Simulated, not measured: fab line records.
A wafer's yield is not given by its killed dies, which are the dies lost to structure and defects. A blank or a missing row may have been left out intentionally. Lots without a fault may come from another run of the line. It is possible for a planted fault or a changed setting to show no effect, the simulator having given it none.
Split-lot study / flow n5-finfet / route with 1938 steps; 7 lots, 39 wafers read

== ABOUT THE SPLIT ==
At N5_MOL_CONTACT_COAG_SPUTTER_130 (material Co, target thk 47.5 nm), the setting target-thk-a was moved away from the recipe's 475 angstrom on 15 of the 39 wafers read, by -8.9% to +9.5%. The other wafers ran this setting at the recipe's value.

The split's own step is where the reading is taken.

== THE READING ==
Co_of_MOL_CONTACT_COAG_SPUTTER_130.thk-nm (the simulator's own value, which no gauge read), in nm, at N5_MOL_CONTACT_COAG_SPUTTER_130 (material Co, target thk 47.5 nm). The file gives no usual value for it. Across the 24 wafers here that went through the recipe, the average is 47.7 nm and the standard deviation 0.54 nm.

wafer=L076.1; tool, chamber at the split=pvd-sputter-02, -; target-thk-a as run, angstrom=475; against the recipe=recipe; Co_of_MOL_CONTACT_COAG_SPUTTER_130.thk-nm, nm=47; against lot-mates on the recipe=-
wafer=L076.2; tool, chamber at the split=pvd-sputter-02, -; target-thk-a as run, angstrom=475; against the recipe=recipe; Co_of_MOL_CONTACT_COAG_SPUTTER_130.thk-nm, nm=47; against lot-mates on the recipe=-
wafer=L076.6; tool, chamber at the split=pvd-sputter-02, -; target-thk-a as run, angstrom=475; against the recipe=recipe; Co_of_MOL_CONTACT_COAG_SPUTTER_130.thk-nm, nm=47.4; against lot-mates on the recipe=-
wafer=L080.1; tool, chamber at the split=pvd-sputter-02, -; target-thk-a as run, angstrom=475; against the recipe=recipe; Co_of_MOL_CONTACT_COAG_SPUTTER_130.thk-nm, nm=47.8; against lot-mates on the recipe=-
wafer=L080.5; tool, chamber at the split=pvd-sputter-02, -; target-thk-a as run, angstrom=475; against the recipe=recipe; Co_of_MOL_CONTACT_COAG_SPUTTER_130.thk-nm, nm=47.8; against lot-mates on the recipe=-
wafer=L080.2; tool, chamber at the split=pvd-sputter-02, -; target-thk-a as run, angstrom=475; against the recipe=recipe; Co_of_MOL_CONTACT_COAG_SPUTTER_130.thk-nm, nm=47.4; against lot-mates on the recipe=-
wafer=L080.3; tool, chamber at the split=pvd-sputter-02, -; target-thk-a as run, angstrom=475; against the recipe=recipe; Co_of_MOL_CONTACT_COAG_SPUTTER_130.thk-nm, nm=49; against lot-mates on the recipe=-
wafer=L080.4; tool, chamber at the split=pvd-sputter-02, -; target-thk-a as run, angstrom=475; against the recipe=recipe; Co_of_MOL_CONTACT_COAG_SPUTTER_130.thk-nm, nm=48; against lot-mates on the recipe=-
wafer=L080.6; tool, chamber at the split=pvd-sputter-02, -; target-thk-a as run, angstrom=475; against the recipe=recipe; Co_of_MOL_CONTACT_COAG_SPUTTER_130.thk-nm, nm=48; against lot-mates on the recipe=-
wafer=L082.1; tool, chamber at the split=pvd-sputter-03, -; target-thk-a as run, angstrom=520.1; against the recipe=+9.5%; Co_of_MOL_CONTACT_COAG_SPUTTER_130.thk-nm, nm=51.8; against lot-mates on the recipe=+4.4
wafer=L082.5; tool, chamber at the split=pvd-sputter-03, -; target-thk-a as run, angstrom=520.1; against the recipe=+9.5%; Co_of_MOL_CONTACT_COAG_SPUTTER_130.thk-nm, nm=51.8; against lot-mates on the recipe=+4.4
wafer=L082.2; tool, chamber at the split=pvd-sputter-03, -; target-thk-a as run, angstrom=475; against the recipe=recipe; Co_of_MOL_CONTACT_COAG_SPUTTER_130.thk-nm, nm=47; against lot-mates on the recipe=-
wafer=L082.3; tool, chamber at the split=pvd-sputter-03, -; target-thk-a as run, angstrom=475; against the recipe=recipe; Co_of_MOL_CONTACT_COAG_SPUTTER_130.thk-nm, nm=47.8; against lot-mates on the recipe=-
wafer=L082.4; tool, chamber at the split=pvd-sputter-03, -; target-thk-a as run, angstrom=475; against the recipe=recipe; Co_of_MOL_CONTACT_COAG_SPUTTER_130.thk-nm, nm=47.4; against lot-mates on the recipe=-
wafer=L082.6; tool, chamber at the split=pvd-sputter-03, -; target-thk-a as run, angstrom=520.1; against the recipe=+9.5%; Co_of_MOL_CONTACT_COAG_SPUTTER_130.thk-nm, nm=52.2; against lot-mates on the recipe=+4.8
wafer=L085.1; tool, chamber at the split=pvd-sputter-03, -; target-thk-a as run, angstrom=475; against the recipe=recipe; Co_of_MOL_CONTACT_COAG_SPUTTER_130.thk-nm, nm=48; against lot-mates on the recipe=-
wafer=L085.2; tool, chamber at the split=pvd-sputter-03, -; target-thk-a as run, angstrom=475; against the recipe=recipe; Co_of_MOL_CONTACT_COAG_SPUTTER_130.thk-nm, nm=48.2; against lot-mates on the recipe=-
wafer=L085.3; tool, chamber at the split=pvd-sputter-03, -; target-thk-a as run, angstrom=508.7; against the recipe=+7.1%; Co_of_MOL_CONTACT_COAG_SPUTTER_130.thk-nm, nm=51; against lot-mates on the recipe=+3.0
wafer=L085.4; tool, chamber at the split=pvd-sputter-03, -; target-thk-a as run, angstrom=508.7; against the recipe=+7.1%; Co_of_MOL_CONTACT_COAG_SPUTTER_130.thk-nm, nm=51.2; against lot-mates on the recipe=+3.2
wafer=L085.5; tool, chamber at the split=pvd-sputter-03, -; target-thk-a as run, angstrom=475; against the recipe=recipe; Co_of_MOL_CONTACT_COAG_SPUTTER_130.thk-nm, nm=47.8; against lot-mates on the recipe=-
wafer=L085.6; tool, chamber at the split=pvd-sputter-03, -; target-thk-a as run, angstrom=508.7; against the recipe=+7.1%; Co_of_MOL_CONTACT_COAG_SPUTTER_130.thk-nm, nm=51.4; against lot-mates on the recipe=+3.4
wafer=L088.1; tool, chamber at the split=pvd-sputter-02, -; target-thk-a as run, angstrom=494.6; against the recipe=+4.1%; Co_of_MOL_CONTACT_COAG_SPUTTER_130.thk-nm, nm=48.8; against lot-mates on the recipe=+1.8
wafer=L088.2; tool, chamber at the split=pvd-sputter-02, -; target-thk-a as run, angstrom=494.6; against the recipe=+4.1%; Co_of_MOL_CONTACT_COAG_SPUTTER_130.thk-nm, nm=49.4; against lot-mates on the recipe=+2.4
wafer=L088.3; tool, chamber at the split=pvd-sputter-02, -; target-thk-a as run, angstrom=494.6; against the recipe=+4.1%; Co_of_MOL_CONTACT_COAG_SPUTTER_130.thk-nm, nm=50.4; against lot-mates on the recipe=+3.4
wafer=L088.4; tool, chamber at the split=pvd-sputter-02, -; target-thk-a as run, angstrom=475; against the recipe=recipe; Co_of_MOL_CONTACT_COAG_SPUTTER_130.thk-nm, nm=47.2; against lot-mates on the recipe=-
wafer=L088.5; tool, chamber at the split=pvd-sputter-02, -; target-thk-a as run, angstrom=475; against the recipe=recipe; Co_of_MOL_CONTACT_COAG_SPUTTER_130.thk-nm, nm=47; against lot-mates on the recipe=-
wafer=L088.6; tool, chamber at the split=pvd-sputter-02, -; target-thk-a as run, angstrom=475; against the recipe=recipe; Co_of_MOL_CONTACT_COAG_SPUTTER_130.thk-nm, nm=46.8; against lot-mates on the recipe=-
wafer=L089.1; tool, chamber at the split=pvd-sputter-01, -; target-thk-a as run, angstrom=475; against the recipe=recipe; Co_of_MOL_CONTACT_COAG_SPUTTER_130.thk-nm, nm=48.2; against lot-mates on the recipe=-
wafer=L089.3; tool, chamber at the split=pvd-sputter-01, -; target-thk-a as run, angstrom=475; against the recipe=recipe; Co_of_MOL_CONTACT_COAG_SPUTTER_130.thk-nm, nm=48.2; against lot-mates on the recipe=-
wafer=L089.2; tool, chamber at the split=pvd-sputter-01, -; target-thk-a as run, angstrom=432.7; against the recipe=-8.9%; Co_of_MOL_CONTACT_COAG_SPUTTER_130.thk-nm, nm=43.2; against lot-mates on the recipe=-4.7
wafer=L089.4; tool, chamber at the split=pvd-sputter-01, -; target-thk-a as run, angstrom=432.7; against the recipe=-8.9%; Co_of_MOL_CONTACT_COAG_SPUTTER_130.thk-nm, nm=43.6; against lot-mates on the recipe=-4.3
wafer=L089.5; tool, chamber at the split=pvd-sputter-01, -; target-thk-a as run, angstrom=432.7; against the recipe=-8.9%; Co_of_MOL_CONTACT_COAG_SPUTTER_130.thk-nm, nm=43.6; against lot-mates on the recipe=-4.3
wafer=L089.6; tool, chamber at the split=pvd-sputter-01, -; target-thk-a as run, angstrom=475; against the recipe=recipe; Co_of_MOL_CONTACT_COAG_SPUTTER_130.thk-nm, nm=47.4; against lot-mates on the recipe=-
wafer=L093.1; tool, chamber at the split=pvd-sputter-01, -; target-thk-a as run, angstrom=475; against the recipe=recipe; Co_of_MOL_CONTACT_COAG_SPUTTER_130.thk-nm, nm=47.6; against lot-mates on the recipe=-
wafer=L093.2; tool, chamber at the split=pvd-sputter-01, -; target-thk-a as run, angstrom=475; against the recipe=recipe; Co_of_MOL_CONTACT_COAG_SPUTTER_130.thk-nm, nm=47.6; against lot-mates on the recipe=-
wafer=L093.3; tool, chamber at the split=pvd-sputter-01, -; target-thk-a as run, angstrom=443; against the recipe=-6.7%; Co_of_MOL_CONTACT_COAG_SPUTTER_130.thk-nm, nm=45.2; against lot-mates on the recipe=-2.7
wafer=L093.4; tool, chamber at the split=pvd-sputter-01, -; target-thk-a as run, angstrom=443; against the recipe=-6.7%; Co_of_MOL_CONTACT_COAG_SPUTTER_130.thk-nm, nm=44.6; against lot-mates on the recipe=-3.3
wafer=L093.5; tool, chamber at the split=pvd-sputter-01, -; target-thk-a as run, angstrom=475; against the recipe=recipe; Co_of_MOL_CONTACT_COAG_SPUTTER_130.thk-nm, nm=48.6; against lot-mates on the recipe=-
wafer=L093.6; tool, chamber at the split=pvd-sputter-01, -; target-thk-a as run, angstrom=443; against the recipe=-6.7%; Co_of_MOL_CONTACT_COAG_SPUTTER_130.thk-nm, nm=44; against lot-mates on the recipe=-3.9

THE FIT
A straight line over all 39 wafers: Co_of_MOL_CONTACT_COAG_SPUTTER_130.thk-nm changes by +0.465 nm for each +1% of target-thk-a; r = +0.97; the points scatter about the line by 0.51 nm.
The same after taking each lot's own level away (the mean of its wafers on the recipe; 39 wafers): +0.491 nm for each +1%; r = +0.98; scatter 0.42 nm.
According to that fit, moving target-thk-a by its largest amount changes the reading by 4.7 nm.
Measured against the standard deviation above, the lots' own levels, which go from 47.00 to 48.00 nm, span 1.9 times it.
Consequently the slope shifts little with the lot-to-lot level, the two slopes agreeing.
Check: for one of the wafers moved furthest among these (+9.5%), held out of the fit, the line's prediction against its lot-mates is +4.69 nm. Against them it came out at +4.4 nm.

== OTHER SPLITS ON THESE WAFERS ==
Note: prior to the reading, these wafers also went through further splits. Each is held against what the fit with the lots' levels taken away leaves over:
other split on the same wafers=N5_HKMG_FIN_HK_ALD_01 ald-cycles; wafers away from the commonest value=12; r with Co_of_MOL_CONTACT_COAG_SPUTTER_130.thk-nm (lot level and that fit taken away)=+0.13
other split on the same wafers=N5_HKMG_FIN_ETCH_35 source-w; wafers away from the commonest value=12; r with Co_of_MOL_CONTACT_COAG_SPUTTER_130.thk-nm (lot level and that fit taken away)=+0.04

== FILE'S OWN FIT ==
Co_of_MOL_CONTACT_COAG_SPUTTER_130.thk-nm changes by +0.491 nm for each +1% of target-thk-a, r = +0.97.
